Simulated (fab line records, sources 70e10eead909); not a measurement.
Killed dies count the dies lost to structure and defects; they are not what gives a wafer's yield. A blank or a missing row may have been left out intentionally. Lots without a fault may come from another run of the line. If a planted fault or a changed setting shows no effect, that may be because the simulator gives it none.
Which of the tools did it?    flow nand harc    6 lots with 17 wafers sampled at 3 steps, on a route of 1302 steps

== WHAT EACH GAUGE READ, for each wafer ==
NHARC_P_STI_OCD_MEAS_17.
lot   measured      on      trench depth nm (nm)
L733  day 3 16:35   ocd-02  300.5 300.3 301.8
L740  day 6 14:47   ocd-01  302.2 404.8 402.2
L742  day 7 11:13   ocd-01  301.0 404.5
L749  day 10 12:22  ocd-02  299.3 297.1 300.6
L751  day 11 07:17  ocd-01  298.1 305.1 298.9
L754  day 12 12:26  ocd-02  305.4 304.4 306.2

== WHICH TOOL RAN EACH LOT (tool, then ch and the chambers of the sampled wafers, then the start) ==
lot   NHARC_P_STI_ETCH_42                 NHARC_P_STI_ETCH_15
L733  rie diel-12 ch 0,1,3, day 3 16:08   rie si-05 ch 0,2,3, day 3 16:20
L740  rie diel-13 ch 0,2, day 6 14:20     rie si-04 ch 0,1,2, day 6 14:35
L742  rie diel-02 ch 1,3, day 7 10:47     rie si-04 ch 2, day 7 10:58
L749  rie diel-12 ch 1,2, day 10 11:53    rie si-04 ch 0,1,3, day 10 12:06
L751  rie diel-13 ch 0,1,3, day 11 06:46  rie si-02 ch 0,3, day 11 06:57
L754  rie diel-02 ch 0,2,3, day 12 12:01  rie si-02 ch 1,2,3, day 12 12:13
- NHARC_P_STI_ETCH_42: etches the open film in N2/H2, target depth 80 nm, overetch 24 nm, time 61 s.
- NHARC_P_STI_ETCH_15: etches the open film in HBr/Cl2, target depth 300 nm, time 100.1 s.

== THE ANSWER, worked out from the rows above alone ==
Rule: what is usual is taken from the lots themselves. The widest of any qualifying gaps counts: lots, ordered by their means at a reading, are off when they make up no more than a third of the lots, leave a main group of 4 or more, and stand apart from it by 3 or more times the standard deviation of that group's means. Not used: any main group whose means are identical at the precision the tables above print for the reading. Also off: a lot with no number at a reading for which 4 or more lots have one. Any other lot the step has rows for is counted as sound.
Off: L740, L742 (NHARC_P_STI_OCD_MEAS_17, trench depth nm). The main group: mean 301.5 nm, standard deviation 2.3.
A tool fits if, at a process step before that reading, it ran every lot that is off, and no sound lot after the first of them. The gauges at NHARC_P_STI_OCD_MEAS_17 are tried like those tools. None of those tried fits.

== WHAT WAS PUT IN BY THE SIMULATOR ==
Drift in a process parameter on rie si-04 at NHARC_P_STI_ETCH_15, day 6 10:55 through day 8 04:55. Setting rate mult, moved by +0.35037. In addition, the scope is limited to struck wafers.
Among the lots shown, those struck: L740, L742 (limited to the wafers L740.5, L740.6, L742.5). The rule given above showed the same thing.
